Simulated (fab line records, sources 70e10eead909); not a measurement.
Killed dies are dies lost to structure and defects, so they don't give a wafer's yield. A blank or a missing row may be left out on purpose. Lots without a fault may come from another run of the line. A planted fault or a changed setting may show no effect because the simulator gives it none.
A struck lot beside a sound one | flow nand_harc | 15 steps out of a route of 1302
Sound: wafers L345.2, L345.4, L345.5. Struck: wafers L341.2, L341.3, L341.4. The cause comes at the end.
At each step with rows: each side's tool, then ch and its chambers, then its first start. Under that, the readings that differ: sound wafers | struck wafers | difference of the means | sigmas: that difference in standard deviations of wafers without a fault.
alike: readings whose means differ by less than 2 such deviations, and words and numbers that are the same on both sides. not compared: withheld readings, readings that some wafer has no value for, bounds like >300 that may hide the same value, and numbers for which the record gives no deviation and whose values overlap.
The two part at a step that has a row with sigmas, a row that says differs or no value, or rows on one side only. Numbers that don't overlap but have no deviation are shown without sigmas and don't part them. A reading that every wafer of one side lacks parts them only if that side has two wafers or more.

NHARC_P_GATE_DESCUM_13: chemistry O2, time 3 s.
  sound on rie_diel-04 ch 0,2, day 13 13:29; struck on rie_diel-07 ch 0,1,3, day 11 18:01
  reading                         | sound          | struck         | difference | sigmas
  showerhead_plenum_p_Torr (Torr) | 1.96 2.03 2.03 | 1.78 1.95 1.79 | -0.17      | -2
  alike: drypump_motor_current_A, mfc_ar_sccm, o2_flow_sccm, oes_product_au, rf_vpp_V, throttle_valve_pct
  not compared: rf_hours_counter_h
then, 6 steps without rows for these wafers: NHARC_P_GATE_ETCH_14 (etches SiO2 in dHF, target depth 48.8 nm); NHARC_P_GATE_STRIP_15 (strips in SPM, time 780 s); NHARC_P_GATE_PRECLEAN_71 (cleans in SC1); NHARC_P_GATE_SRD_72; NHARC_P_GATE_OXIDE_16 (material SiO2, target thk 3 nm, ox time 392 s); NHARC_P_GATE_CVD_17 (deposits poly-Si, target thk 150 nm, time 900 s).
NHARC_P_GATE_HM_DEP_102: deposits aC, target thk 120 nm.
  sound on acl_dep-02 ch 0, day 14 10:58; struck on acl_dep-03 ch 0, day 12 07:53
  alike: throttle_valve_pct
NHARC_P_GATE_DEP_103: deposits SiON, target thk 30 nm.
  sound on pecvd-02 ch 0,1, day 14 11:35; struck on pecvd-02 ch 0,1, day 12 08:27
  alike: heater_power_w
then, 3 steps without rows for these wafers: NHARC_P_GATE_DEHYDRATE_18 (time 120 s); NHARC_P_GATE_HMDS_19 (time 30 s); NHARC_P_GATE_COAT_20 (resist thk 90 nm).
NHARC_P_GATE_SOFTBAKE_21: time 55 s.
  sound on litho_track-04 ch 0, day 14 11:00; struck on litho_track-06 ch 0, day 12 08:00
  reading                  | sound                | struck               | difference | sigmas
  heater_power_total_W (W) | 188.39 188.70 188.39 | 195.30 195.36 195.24 | +6.81      | +45
then, 1 step without rows for these wafers: NHARC_P_GATE_EBR_22.
-- the record jumps here: 20 days lie between the struck wafers' starts before and after (it left off in module P_GATE and takes up again in module END, whose first step shown is number 1302 of the route) --
NHARC_END_SORT_01:
  the record has rows for the struck wafers here (prober-02 ch 0, day 31 22:47) and none for the sound ones

WHERE THEY PART
First at NHARC_P_GATE_DESCUM_13; last, within this record, at NHARC_END_SORT_01.

WHY: what the simulator had put in
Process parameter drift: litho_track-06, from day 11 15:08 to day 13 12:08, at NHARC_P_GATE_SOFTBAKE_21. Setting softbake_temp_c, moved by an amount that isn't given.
